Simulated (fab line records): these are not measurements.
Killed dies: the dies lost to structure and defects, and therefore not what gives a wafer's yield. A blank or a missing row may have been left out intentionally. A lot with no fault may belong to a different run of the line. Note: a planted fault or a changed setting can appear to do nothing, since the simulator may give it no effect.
Matching of chambers | flow nand-harc | 3 sister chambers for NHARC_A_CHANNEL_HOLE_D1_ETCH_44 on rie-diel-03
The step etches the open film in CF4/O2, target depth 140 nm, overetch 14 nm, time 77 s. 3 wafers are shown with their chamber, then 7 later ones without.

WAFERS WITH THEIR CHAMBER
wafer  | chamber | drypump-motor-current-A (A)
L266.6 | 2       | 6.3
L268.1 | 1       | 6.1
L268.2 | 0       | 5.4

WAFERS WHOSE CHAMBER IS MISSING
wafer  | drypump-motor-current-A (A)
L268.4 | 6.3
L270.1 | 5.4
L270.2 | 6.4
L270.4 | 6.1
L269.2 | 6.1
L269.5 | 6.1
L269.6 | 6.4

THE CHAMBER EACH PASSED THROUGH
wafer  | from the rows above | in truth
L268.4 | 2                   | 2
L270.1 | 0                   | 0
L270.2 | 2                   | 2
L270.4 | 1                   | 1
L269.2 | 1                   | 1
L269.5 | 1                   | 1
L269.6 | 2                   | 2
7 of 7 placed correctly. Can't be placed from these rows: 0. Placed wrongly: 0.
How it was worked out, from the rows above alone: a wafer's distance from a chamber is the root of the sum, over the readings, of the square of ((its reading less the chamber's mean) divided by the reading's scatter). The wafer belongs to the nearest chamber; if the next one is less than 2 further off, it can't be placed. For every chamber, the mean is computed from those of its wafers that are shown. The scatter: root of mean squared gap, hidden wafer to nearest shown wafer, with one shown wafer a chamber.
